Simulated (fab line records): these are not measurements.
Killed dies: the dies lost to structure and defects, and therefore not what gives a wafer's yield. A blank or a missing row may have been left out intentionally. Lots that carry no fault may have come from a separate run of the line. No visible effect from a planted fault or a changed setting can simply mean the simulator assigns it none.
fab line records + flow nand-harc
record
- lots=12
- wafers=36
- last-day=33
route steps=1302 shown A_CONTACT@1086 A_BLC@1115 END@1302
lots untouched by any fault: they come from a run of this same line in which no faults occurred
start-h: the number of hours between the record's first day and the start of the first shown wafer of the lot + wait-h: time in hours since the lot's previous step + " repeats the value in the row above + L1.1+2: a row that stands for several wafers + - no value, or no start was given + * or withheld: withheld + < > ~ a bound
route shown NAME@n: names a module that has steps shown in the file, with the first one's number in the route + usual: mean and standard deviation over wafers with no fault + same: alike in all rows + chamber/n: place in a boat + sites: the reading at each site + _std_site: the values' standard deviation + _edge_site: the outer-site mean with the inner-site mean subtracted + radius-mm: for every site, how far away it sits from the centre of the wafer + mask NAME#n: copy n + behind: tool/chamber where the wafer was last shaped + hold: why the lot was held/for how many hours/how that ended + device: names the non-switching transistor (n, p or np) + end of line: the same wafers' tests at the end of the route + a step without rows: its recipe alone + killed: at the first sort, the dies lost to defects and structure; wafer yield is something else + map: dies across one wafer; x = killed, . = not, _ = none there
set.NAME: the setting the step ran with; set.NAME@STEP: the setting that earlier step ran with + model.NAME: the simulator's own value behind a step, which no gauge read
the route's steps for a sample of lots (tables are steps, rows are wafers)
services: the hour from which a tool's chamber was out of use, counted from the record's first day as start-h (under 0 if before that day), plus the number of hours and why
## steps
# step NHARC_A_CONTACT_ETCH_134
# recipe
- source-w=withheld
- pressure-mtorr=20
- bias-v=withheld
- time-s=140
- target-depth-a=7000
- ar-flow-sccm=withheld
- c4f8-flow-sccm=withheld
- o2-flow-sccm=withheld
- chemistry=C4F8/O2/Ar
# usual
- chamber-pressure-mTorr=20.002/0.018
| lot.wafer | tool            | chamber | start-h | wait-h | chamber-pressure-mTorr | rf-hours-counter-h |
|-----------|-----------------|---------|---------|--------|------------------------|--------------------|
| L952.2    | har-cap-etch-02 | 0       | 509.99  | -      | 19.994                 | 89                 |
| L952.3    | "               | 1       | "       | "      | 20.007                 | -                  |
| L952.5    | "               | 1       | "       | "      | 20.001                 | -                  |
| L953.2    | har-cap-etch-03 | 0       | 522.92  | -      | 20.008                 | 45                 |
| L953.1    | "               | 1       | "       | "      | 20.002                 | 45                 |
| L953.4    | "               | 0       | "       | "      | 20.010                 | -                  |
| L954.2    | har-cap-etch-02 | 1       | 523.31  | -      | 19.992                 | 92                 |
| L954.1    | "               | 0       | "       | "      | 19.974                 | 92                 |
| L954.6    | "               | 0       | "       | "      | 19.992                 | -                  |
| L955.2    | har-cap-etch-01 | 0       | 525.60  | -      | 19.981                 | 4                  |
| L955.6    | "               | 1       | "       | "      | 19.981                 | -                  |
| L955.5    | "               | 0       | "       | "      | 20.011                 | -                  |
| L961.2    | har-cap-etch-03 | 1       | 603.61  | -      | 20.009                 | 56                 |
| L961.5    | "               | 0       | "       | "      | 20.038                 | -                  |
| L961.6    | "               | 1       | "       | "      | 20.001                 | -                  |
| L960.2    | har-cap-etch-01 | 1       | 614.73  | -      | 20.005                 | 16                 |
| L960.4    | "               | 0       | "       | "      | 19.980                 | -                  |
| L960.3    | "               | 1       | "       | "      | 20.008                 | -                  |
| L968.2    | har-cap-etch-02 | 0       | 671.70  | -      | 19.982                 | 118                |
| L968.4    | "               | 0       | "       | "      | 20.011                 | -                  |
| L968.5    | "               | 1       | "       | "      | 20.015                 | -                  |
| L970.4    | har-cap-etch-02 | 1       | 692.57  | -      | 20.009                 | -                  |
| L970.5    | "               | 1       | "       | "      | 20.012                 | -                  |
| L970.6    | "               | 0       | "       | "      | 20.003                 | -                  |
| L972.1    | har-cap-etch-01 | 0       | 697.99  | -      | 20.021                 | 34                 |
| L972.2    | "               | 1       | "       | "      | 20.011                 | 34                 |
| L972.3    | "               | 0       | "       | "      | 19.985                 | -                  |
| L971.1    | har-cap-etch-03 | 1       | 704.38  | -      | 20.032                 | 76                 |
| L971.3    | "               | 0       | "       | "      | 20.039                 | -                  |
| L971.4    | "               | 1       | "       | "      | 20.023                 | -                  |
| L973.4    | har-cap-etch-02 | 1       | 717.66  | -      | 20.018                 | -                  |
| L973.5    | "               | 0       | "       | "      | 20.028                 | -                  |
| L973.6    | "               | 1       | "       | "      | 20.043                 | -                  |
| L975.2    | har-cap-etch-01 | 0       | 747.23  | -      | 19.980                 | 41                 |
| L975.3    | "               | 0       | "       | "      | 20.030                 | -                  |
| L975.5    | "               | 1       | "       | "      | 19.987                 | -                  |
# step NHARC_A_BLC_PEB_08
# recipe
- peb-temp-c=100
- peb-time-s=65
# usual
- chill-plate-temp-C=23.00/0.1
| lot.wafer | tool           | chamber | start-h | wait-h | chill-plate-temp-C |
|-----------|----------------|---------|---------|--------|--------------------|
| L952.2    | litho-track-01 | 0       | 514.87  | 0.1    | 22.98              |
| L952.3    | "              | 0       | "       | "      | 23.07              |
| L952.5    | "              | 0       | "       | "      | 22.96              |
| L953.1    | litho-track-06 | 0       | 528.15  | 0.1    | 23.04              |
| L953.2    | "              | 0       | "       | "      | 23.00              |
| L953.4    | "              | 0       | "       | "      | 23.09              |
| L954.1    | litho-track-04 | 0       | 528.31  | 0.1    | 23.08              |
| L954.2    | "              | 0       | "       | "      | 23.01              |
| L954.6    | "              | 0       | "       | "      | 23.14              |
| L955.2    | litho-track-01 | 0       | 530.40  | 0.1    | 23.03              |
| L955.5    | "              | 0       | "       | "      | 23.22              |
| L955.6    | "              | 0       | "       | "      | 22.95              |
| L961.2    | litho-track-01 | 0       | 608.39  | 0.1    | 23.19              |
| L961.5    | "              | 0       | "       | "      | 22.92              |
| L961.6    | "              | 0       | "       | "      | 23.10              |
| L960.2    | litho-track-01 | 0       | 619.61  | 0.1    | 23.08              |
| L960.3    | "              | 0       | "       | "      | 23.10              |
| L960.4    | "              | 0       | "       | "      | 22.97              |
| L968.2    | litho-track-04 | 0       | 676.83  | 0.1    | 22.87              |
| L968.4    | "              | 0       | "       | "      | 22.86              |
| L968.5    | "              | 0       | "       | "      | 22.95              |
| L970.4    | litho-track-01 | 0       | 698.23  | 0.0    | 23.00              |
| L970.5    | "              | 0       | "       | "      | 23.00              |
| L970.6    | "              | 0       | "       | "      | 23.05              |
| L972.1    | litho-track-06 | 0       | 703.63  | 0.1    | 23.03              |
| L972.2    | "              | 0       | "       | "      | 22.93              |
| L972.3    | "              | 0       | "       | "      | 23.03              |
| L971.1    | litho-track-01 | 0       | 709.34  | 0.1    | 22.94              |
| L971.3    | "              | 0       | "       | "      | 22.90              |
| L971.4    | "              | 0       | "       | "      | 22.96              |
| L973.4    | litho-track-01 | 0       | 722.54  | 0.0    | 23.06              |
| L973.5    | "              | 0       | "       | "      | 22.85              |
| L973.6    | "              | 0       | "       | "      | 22.94              |
| L975.2    | litho-track-04 | 0       | 752.11  | 0.1    | 23.13              |
| L975.3    | "              | 0       | "       | "      | 23.05              |
| L975.5    | "              | 0       | "       | "      | 23.04              |
# step NHARC_A_BLC_CD_MEAS_10
# recipe
- target-cd-nm=100
- landing-energy-ev=500
# usual
- cd-nm=99.8/0.67
| lot.wafer | tool      | chamber | start-h | wait-h | cd-nm |
|-----------|-----------|---------|---------|--------|-------|
| L952.2    | cd-sem-02 | 0       | 514.95  | -      | 98.0  |
| L952.3    | "         | 0       | "       | "      | 100.2 |
| L952.5    | "         | 0       | "       | "      | 98.9  |
| L953.1    | cd-sem-01 | 0       | 528.23  | -      | 100.6 |
| L953.2    | "         | 0       | "       | "      | 99.7  |
| L953.4    | "         | 0       | "       | "      | 100.2 |
| L954.1    | cd-sem-02 | 0       | 528.39  | -      | 100.4 |
| L954.2    | "         | 0       | "       | "      | 100.9 |
| L954.6    | "         | 0       | "       | "      | 100.8 |
| L955.2    | cd-sem-01 | 0       | 530.48  | -      | 100.5 |
| L955.5    | "         | 0       | "       | "      | 100.3 |
| L955.6    | "         | 0       | "       | "      | 98.8  |
| L961.2    | cd-sem-01 | 0       | 608.47  | -      | 120.2 |
| L961.5    | "         | 0       | "       | "      | 99.8  |
| L961.6    | "         | 0       | "       | "      | 100.2 |
| L960.2    | cd-sem-01 | 0       | 619.69  | -      | 121.1 |
| L960.3    | "         | 0       | "       | "      | 100.0 |
| L960.4    | "         | 0       | "       | "      | 99.2  |
| L968.2    | cd-sem-03 | 0       | 676.91  | -      | 100.1 |
| L968.4    | "         | 0       | "       | "      | 100.0 |
| L968.5    | "         | 0       | "       | "      | 99.1  |
| L970.4    | cd-sem-03 | 0       | 698.32  | -      | 98.5  |
| L970.5    | "         | 0       | "       | "      | 100.1 |
| L970.6    | "         | 0       | "       | "      | 99.3  |
| L972.1    | cd-sem-02 | 0       | 703.71  | -      | 99.2  |
| L972.2    | "         | 0       | "       | "      | 99.3  |
| L972.3    | "         | 0       | "       | "      | 99.9  |
| L971.1    | cd-sem-03 | 0       | 709.41  | -      | 99.3  |
| L971.3    | "         | 0       | "       | "      | 99.5  |
| L971.4    | "         | 0       | "       | "      | 99.8  |
| L973.4    | cd-sem-03 | 0       | 722.62  | -      | 99.1  |
| L973.5    | "         | 0       | "       | "      | 100.4 |
| L973.6    | "         | 0       | "       | "      | 100.0 |
| L975.2    | cd-sem-01 | 0       | 752.19  | -      | 100.4 |
| L975.3    | "         | 0       | "       | "      | 100.1 |
| L975.5    | "         | 0       | "       | "      | 100.6 |
# step NHARC_A_BLC_STRIP_29
# recipe
- cf4-flow-sccm=150
- ar-flow-sccm=0
- bias-w=0
- chemistry=CF4
# usual
- chamber-pressure-mTorr=50.00/0.048
- drypump-motor-current-A=5.7/0.5
- oes-product-au=0.998/0.0092
- rf-vpp-V=59.2/0.97
- showerhead-plenum-p-Torr=1.74/0.074
- throttle-valve-pct=13.284/0.008
| lot.wafer | tool        | chamber | start-h | wait-h | chamber-pressure-mTorr | drypump-motor-current-A | oes-product-au | rf-hours-counter-h | rf-vpp-V | showerhead-plenum-p-Torr | throttle-valve-pct |
|-----------|-------------|---------|---------|--------|------------------------|-------------------------|----------------|--------------------|----------|--------------------------|--------------------|
| L952.2    | rie-diel-06 | 0       | 516.18  | 0.1    | 50.03                  | 6.1                     | 0.984          | 1                  | 57.9     | 1.66                     | 13.291             |
| L952.3    | "           | 2       | "       | "      | 50.01                  | 4.7                     | 1.010          | 2                  | 58.5     | 1.72                     | 13.282             |
| L952.5    | "           | 0       | "       | "      | 49.97                  | 6.1                     | 1.002          | -                  | 57.3     | 1.66                     | 13.292             |
| L953.2    | rie-diel-02 | 2       | 529.46  | 0.1    | 49.96                  | 5.7                     | 0.981          | 9                  | 59.8     | 1.82                     | 13.280             |
| L953.1    | "           | 3       | "       | "      | 49.99                  | 6.3                     | 1.003          | 9                  | 60.6     | 1.80                     | 13.275             |
| L953.4    | "           | 3       | "       | "      | 50.04                  | 6.3                     | 1.000          | -                  | 60.2     | 1.80                     | 13.282             |
| L954.1    | rie-diel-05 | 0       | 529.64  | 0.1    | 50.01                  | 5.5                     | 0.995          | 45                 | 61.9     | 1.82                     | 13.287             |
| L954.2    | "           | 1       | "       | "      | 49.93                  | 6.6                     | 0.993          | 42                 | 59.9     | 1.71                     | 13.283             |
| L954.6    | "           | 2       | "       | "      | 49.92                  | 6.3                     | 0.996          | -                  | 58.8     | 1.68                     | 13.298             |
| L955.2    | rie-diel-06 | 1       | 531.91  | 0.1    | 49.89                  | 5.7                     | 1.014          | 2                  | 57.9     | 1.72                     | 13.290             |
| L955.6    | "           | 3       | "       | "      | 49.98                  | 5.5                     | 0.995          | -                  | 60.4     | 1.85                     | 13.282             |
| L955.5    | "           | 0       | "       | "      | 50.03                  | 6.1                     | 0.987          | -                  | 59.5     | 1.66                     | 13.286             |
| L961.2    | rie-diel-02 | 3       | 609.89  | 0.1    | 50.01                  | 6.3                     | 0.987          | 1                  | 60.3     | 1.80                     | 13.271             |
| L961.6    | "           | 3       | "       | "      | 50.06                  | 6.3                     | 0.991          | -                  | 60.2     | 1.80                     | 13.288             |
| L961.5    | "           | 0       | "       | "      | 49.99                  | 5.7                     | 0.993          | -                  | 58.0     | 1.67                     | 13.306             |
| L960.4    | rie-diel-02 | 0       | 620.91  | 0.1    | 50.04                  | 5.7                     | 0.993          | 2                  | 58.3     | 1.67                     | 13.273             |
| L960.2    | "           | 1       | "       | "      | 49.92                  | 5.2                     | 0.993          | 3                  | 59.2     | 1.66                     | 13.279             |
| L960.3    | "           | 3       | "       | "      | 50.04                  | 6.3                     | 0.987          | 2                  | 58.2     | 1.80                     | 13.293             |
| L968.2    | rie-diel-06 | 1       | 678.59  | 0.1    | 50.04                  | 5.7                     | 0.992          | 1                  | 58.7     | 1.72                     | 13.291             |
| L968.4    | "           | 2       | "       | "      | 50.06                  | 4.7                     | 0.989          | 1                  | 56.7     | 1.72                     | 13.295             |
| L968.5    | "           | 2       | "       | "      | 49.96                  | 4.8                     | 0.992          | -                  | 60.5     | 1.72                     | 13.287             |
| L970.4    | rie-diel-05 | 0       | 699.58  | 0.1    | 50.00                  | 5.5                     | 0.997          | 41                 | 58.9     | 1.80                     | 13.286             |
| L970.5    | "           | 2       | "       | "      | 49.88                  | 6.3                     | 1.005          | -                  | 60.8     | 1.67                     | 13.277             |
| L970.6    | "           | 3       | "       | "      | 50.05                  | 5.0                     | 1.012          | -                  | 59.9     | 1.88                     | 13.291             |
| L972.1    | rie-diel-05 | 0       | 705.12  | 0.1    | 50.09                  | 5.5                     | 1.022          | 42                 | 59.0     | 1.80                     | 13.280             |
| L972.3    | "           | 1       | "       | "      | 50.02                  | 6.6                     | 1.004          | 30                 | 59.7     | 1.70                     | 13.293             |
| L972.2    | "           | 2       | "       | "      | 50.05                  | 6.3                     | 1.017          | 32                 | 58.0     | 1.67                     | 13.286             |
| L971.1    | rie-diel-06 | 0       | 710.84  | 0.1    | 50.07                  | 6.1                     | 0.998          | 4                  | 59.1     | 1.66                     | 13.281             |
| L971.4    | "           | 1       | "       | "      | 49.88                  | 5.7                     | 1.005          | 3                  | 60.5     | 1.72                     | 13.290             |
| L971.3    | "           | 2       | "       | "      | 50.03                  | 4.8                     | 1.008          | 3                  | 57.5     | 1.72                     | 13.299             |
| L973.4    | rie-diel-06 | 3       | 723.86  | 0.1    | 50.08                  | 5.5                     | 1.000          | 5                  | 60.4     | 1.85                     | 13.283             |
| L973.6    | "           | 1       | "       | "      | 49.98                  | 5.7                     | 1.003          | -                  | 58.0     | 1.72                     | 13.283             |
| L973.5    | "           | 2       | "       | "      | 50.01                  | 4.7                     | 0.995          | -                  | 58.8     | 1.72                     | 13.281             |
| L975.2    | rie-diel-06 | 2       | 753.48  | 0.1    | 50.03                  | 4.7                     | 0.995          | 6                  | 58.1     | 1.72                     | 13.290             |
| L975.3    | "           | 3       | "       | "      | 50.01                  | 5.5                     | 1.005          | 7                  | 61.3     | 1.85                     | 13.293             |
| L975.5    | "           | 1       | "       | "      | 49.90                  | 5.7                     | 0.976          | -                  | 58.9     | 1.72                     | 13.285             |
# step NHARC_A_BLC_DEGAS_30
# recipe
- temp-c=300
- time-s=60
# usual
- heater-power-w=508/56
| lot.wafer | tool           | chamber | start-h | wait-h | heater-power-w |
|-----------|----------------|---------|---------|--------|----------------|
| L952.3    | pvd-sputter-02 | -       | 516.72  | -      | 546            |
| L952.2    | "              | -       | "       | "      | 512            |
| L952.5    | "              | -       | "       | "      | 549            |
| L953.1    | pvd-sputter-01 | -       | 530.03  | -      | 506            |
| L953.4    | "              | -       | "       | "      | 520            |
| L953.2    | "              | -       | "       | "      | 494            |
| L954.2    | pvd-sputter-02 | -       | 530.15  | -      | 516            |
| L954.1    | "              | -       | "       | "      | 541            |
| L954.6    | "              | -       | "       | "      | 521            |
| L955.2    | pvd-sputter-02 | -       | 532.42  | -      | 541            |
| L955.6    | "              | -       | "       | "      | 528            |
| L955.5    | "              | -       | "       | "      | 539            |
| L961.2    | pvd-sputter-03 | -       | 610.45  | -      | 419            |
| L961.6    | "              | -       | "       | "      | 466            |
| L961.5    | "              | -       | "       | "      | 453            |
| L960.4    | pvd-sputter-03 | -       | 621.45  | -      | 458            |
| L960.2    | "              | -       | "       | "      | 470            |
| L960.3    | "              | -       | "       | "      | 504            |
| L968.4    | pvd-sputter-03 | -       | 679.13  | -      | 462            |
| L968.2    | "              | -       | "       | "      | 507            |
| L968.5    | "              | -       | "       | "      | 409            |
| L970.4    | pvd-sputter-03 | -       | 700.10  | -      | 471            |
| L970.6    | "              | -       | "       | "      | 415            |
| L970.5    | "              | -       | "       | "      | 472            |
| L972.3    | pvd-sputter-02 | -       | 705.65  | -      | 526            |
| L972.2    | "              | -       | "       | "      | 489            |
| L972.1    | "              | -       | "       | "      | 538            |
| L971.3    | pvd-sputter-01 | -       | 711.36  | -      | 616            |
| L971.4    | "              | -       | "       | "      | 512            |
| L971.1    | "              | -       | "       | "      | 500            |
| L973.4    | pvd-sputter-01 | -       | 724.37  | -      | 492            |
| L973.6    | "              | -       | "       | "      | 493            |
| L973.5    | "              | -       | "       | "      | 495            |
| L975.3    | pvd-sputter-01 | -       | 754.00  | -      | 608            |
| L975.2    | "              | -       | "       | "      | 493            |
| L975.5    | "              | -       | "       | "      | 478            |
# step NHARC_END_SORT_01
# recipe
- temp-c=25
# usual
- killed-at-array=64/16
- killed-at-other=1.0/1.1
- killed-at-periphery=3.5/2.3
- killed-dies=69/17
- killed-open=3.2/1.6
- killed-short=2.4/1.6
# same
- gross-dies=677
| lot.wafer | tool      | chamber | start-h | wait-h | killed-at-array | killed-at-other | killed-at-periphery | killed-dies | killed-open | killed-short |
|-----------|-----------|---------|---------|--------|-----------------|-----------------|---------------------|-------------|-------------|--------------|
| L961.2    | prober-01 | 0       | 652.20  | 2.8    | 585             | 1               | 5                   | 591         | 2           | 3            |
| L961.5    | prober-01 | 0       | 654.60  | 3.7    | 63              | 2               | 4                   | 69          | 0           | 0            |
| L961.6    | prober-01 | 0       | 655.40  | 4.0    | 58              | 0               | 4                   | 62          | 2           | 2            |
| L960.2    | prober-01 | 0       | 664.88  | 2.8    | 595             | 1               | 3                   | 599         | 5           | 1            |
| L960.3    | prober-01 | 0       | 665.66  | 3.1    | 62              | 0               | 2                   | 64          | 4           | 2            |
| L960.4    | prober-01 | 0       | 666.45  | 3.4    | 50              | 3               | 2                   | 55          | 4           | 0            |
# killed by level:class
L961.2 A_BLC:area-peb=524 A_SLIT:chamber-film-flake=31 A_CHANNEL_HOLE_D2:chamber-film-flake=17 A_CONTACT:chamber-film-flake=4 P_M2:chamber-film-flake=3 A_CHANNEL_HOLE_D1:chamber-film-flake=3 A_CHANNEL_HOLE_D1:geometric-particle:short=2 P_CONTACT:geometric-particle:open=1
L961.5 A_SLIT:chamber-film-flake=31 A_CHANNEL_HOLE_D2:chamber-film-flake=13 A_CHANNEL_HOLE_D1:chamber-film-flake=9 A_CONTACT:chamber-film-flake=9 P_M2:chamber-film-flake=4 THIN_TSV:chamber-film-flake=2 A_M1:chamber-film-flake=1
L961.6 A_SLIT:chamber-film-flake=30 A_CHANNEL_HOLE_D2:chamber-film-flake=11 A_CHANNEL_HOLE_D1:chamber-film-flake=7 A_CONTACT:chamber-film-flake=5 P_M2:chamber-film-flake=4 A_CHANNEL_HOLE_D1:geometric-particle:open=1 A_SGD_CUT:geometric-particle:open=1 A_WL_FILL:geometric-particle:short=1
L960.2 A_BLC:area-peb=531 A_CHANNEL_HOLE_D1:chamber-film-flake=34 A_CHANNEL_HOLE_D2:chamber-film-flake=18 A_CHANNEL_FILL_D1:chamber-film-flake=3 P_M2:chamber-film-flake=2 A_CONTACT:chamber-film-flake=2 P_CONTACT:geometric-particle:open=1 A_CHANNEL_FILL_D1:geometric-particle:short=1
L960.3 A_CHANNEL_HOLE_D1:chamber-film-flake=33 A_CHANNEL_HOLE_D2:chamber-film-flake=19 A_CHANNEL_FILL_D2:geometric-particle:short=2 A_SGD_CUT:geometric-particle:open=2 P_CONTACT:geometric-particle:open=1 A_WL_FILL:geometric-particle:open=1 P_STI:chamber-film-flake=1 A_ZERO_WELL:chamber-film-flake=1
L960.4 A_CHANNEL_HOLE_D1:chamber-film-flake=27 A_CHANNEL_HOLE_D2:chamber-film-flake=13 A_SLIT:chamber-film-flake=3 THIN_TSV:chamber-film-flake=3 A_ZERO_WELL:chamber-film-flake=2 P_CONTACT:geometric-particle:open=1 A_SGD_CUT:geometric-particle:open=1 A_M0:geometric-particle:open=1
## services
| tool            | chamber | start-h | hours | kind   |
|-----------------|---------|---------|-------|--------|
| rie-diel-06     | -       | 493.27  | 5.6   | repair |
| pvd-sputter-02  | -       | 494.72  | 5.1   | repair |
| har-cap-etch-01 | -       | 497.00  | 17.0  | pm     |
| rie-diel-06     | 1       | 504.30  | 4.9   | repair |
| litho-track-01  | -       | 505.00  | 7.0   | pm     |
| pvd-sputter-01  | -       | 516.14  | 1.1   | repair |
| rie-diel-06     | -       | 523.55  | 0.5   | repair |
| pvd-sputter-03  | -       | 523.79  | 1.2   | repair |
| pvd-sputter-03  | -       | 525.76  | 8.1   | repair |
| har-cap-etch-02 | -       | 551.44  | 0.2   | repair |
| pvd-sputter-01  | -       | 582.00  | 10.0  | pm     |
| rie-diel-06     | 3       | 598.50  | 14.2  | repair |
| pvd-sputter-01  | -       | 626.33  | 3.5   | repair |
| pvd-sputter-02  | -       | 638.00  | 10.0  | pm     |
| pvd-sputter-01  | -       | 642.65  | 4.3   | repair |
| rie-diel-06     | -       | 651.01  | 0.7   | repair |
| pvd-sputter-01  | -       | 656.88  | 5.1   | repair |
| rie-diel-06     | -       | 661.23  | 9.0   | pm     |
| pvd-sputter-02  | -       | 672.48  | 18.2  | repair |
| litho-track-01  | -       | 680.00  | 7.0   | pm     |
| pvd-sputter-01  | -       | 701.68  | 6.0   | repair |
| pvd-sputter-03  | -       | 711.81  | 10.0  | pm     |
| rie-diel-06     | 3       | 730.26  | 5.6   | repair |
| har-cap-etch-02 | -       | 754.00  | 17.0  | pm     |
## key
first-sign
- step=NHARC_A_BLC_CD_MEAS_10
- reading=cd-nm
- direction=up
- sigmas=31
- usual=99.8
- struck=120.6
effect
- step=NHARC_END_SORT_01
- reading=killed-at-array
- direction=up
- sigmas=32
- usual=64
- struck=590
more-kills-born-at
- NHARC_A_BLC_PEB_08@litho-track-01=1055
met-at NHARC_A_BLC_PEB_08
struck-lots L960,L961
struck-wafers L960.2,L961.2
later-rows-left-out L960.2,L961.2
tester-left-out L960,L961
not-acting-at NHARC_A_CONTACT_ETCH_134,NHARC_A_BLC_STRIP_29,NHARC_A_BLC_DEGAS_30
onset-between 530.40 608.39
fault
- kind=process-parameter-drift
- tool=litho-track-01
- chamber=-
- onset-h=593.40
- steps=NHARC_A_BLC_PEB_08
- channel=peb-time-s
- offset=*
- shape=step
- end-h=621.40
- scope=struck-wafers-only
- acts-in=*
- stated=*
# tester-left-out: of these lots the tester's yield and bins aren't shown, on N5 and GAA mostly nor the transistor test; their killed dies are dies lost to structure and defects alone, not to doping, threshold or leakage, so they don't give the yield
# later-rows-left-out: the simulator's readings of these wafers behind a module that went badly wrong aren't trusted and aren't shown, but for the sort
